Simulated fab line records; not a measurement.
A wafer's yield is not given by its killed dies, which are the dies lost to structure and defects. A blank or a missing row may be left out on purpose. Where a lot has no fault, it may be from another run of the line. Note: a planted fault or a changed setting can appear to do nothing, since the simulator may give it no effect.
Split-lot study -- flow n5 finfet -- 7 lots, 21 wafers read, on a route of 1938 steps

SPLIT DETAILS
At N5_WELL_APT_COAT_02 (resist thk 950 nm), the setting spin rpm was moved away from the recipe's 1357 rpm on 3 of the 21 wafers read, by -4.1% to +6.3%. This setting was run at the recipe's value on the other wafers.

The reading comes from the split's own step.

THE READING
coat_of_WELL_APT_COAT_02.thk nm (the simulator's own value, which no gauge read), in nm, at N5_WELL_APT_COAT_02 (resist thk 950 nm). The file gives no usual value for it. Across the 18 wafers here that went through the recipe, the average is 950.4 nm and the standard deviation 2 nm.

wafer,"tool, chamber at the split","spin rpm as run, rpm",against the recipe,"coat_of_WELL_APT_COAT_02.thk nm, nm",against lot-mates on the recipe
L074.2,"litho track-03, 0",1357,recipe,952.2,-
L074.4,"litho track-03, 0",1357,recipe,953.8,-
L074.5,"litho track-03, 0",1357,recipe,951.2,-
L076.1,"litho track-03, 0",1357,recipe,948.5,-
L076.2,"litho track-03, 0",1357,recipe,951.1,-
L076.6,"litho track-03, 0",1443,+6.3%,923.1,-26.7
L077.2,"litho track-01, 0",1357,recipe,951.1,-
L077.4,"litho track-01, 0",1357,recipe,947.8,-
L077.6,"litho track-01, 0",1357,recipe,951,-
L082.2,"litho track-03, 0",1357,recipe,947.6,-
L082.3,"litho track-03, 0",1357,recipe,952.2,-
L082.4,"litho track-03, 0",1357,recipe,953,-
L083.1,"litho track-03, 0",1357,recipe,950.5,-
L083.3,"litho track-03, 0",1357,recipe,946.6,-
L083.4,"litho track-03, 0",1357,recipe,947.5,-
L090.1,"litho track-03, 0",1302,-4.1%,971.2,+20.5
L090.2,"litho track-03, 0",1357,recipe,950.7,-
L090.6,"litho track-03, 0",1302,-4.1%,970.8,+20.1
L095.1,"litho track-03, 0",1357,recipe,949.5,-
L095.4,"litho track-03, 0",1357,recipe,950.8,-
L095.6,"litho track-03, 0",1357,recipe,951.9,-

THE FIT
A straight line over all 21 wafers: coat_of_WELL_APT_COAT_02.thk nm changes by -4.65 nm for each +1% of spin rpm; r = -0.98; the points scatter about the line by 2.1 nm.
The same after taking each lot's own level away (the mean of its wafers on the recipe; 21 wafers): -4.56 nm for each +1%; r = -0.98; scatter 1.7 nm.
The reading moves by 29 nm for the largest change in spin rpm, on that fit.
Measured against the standard deviation above, the lots' own levels, which go from 948.20 to 952.40 nm, span 2.1 times it.
The two slopes agree, so the slope changes little with the lot-to-lot level.
Check: with one of the wafers moved furthest among these (+6.3%) left out of the fit, the line predicts -31.7 nm for it against its lot-mates. It came out at -26.7 nm against them.

THE FILE'S OWN FIT
coat_of_WELL_APT_COAT_02.thk nm changes by -4.43 nm for each +1% of spin rpm, r = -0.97.
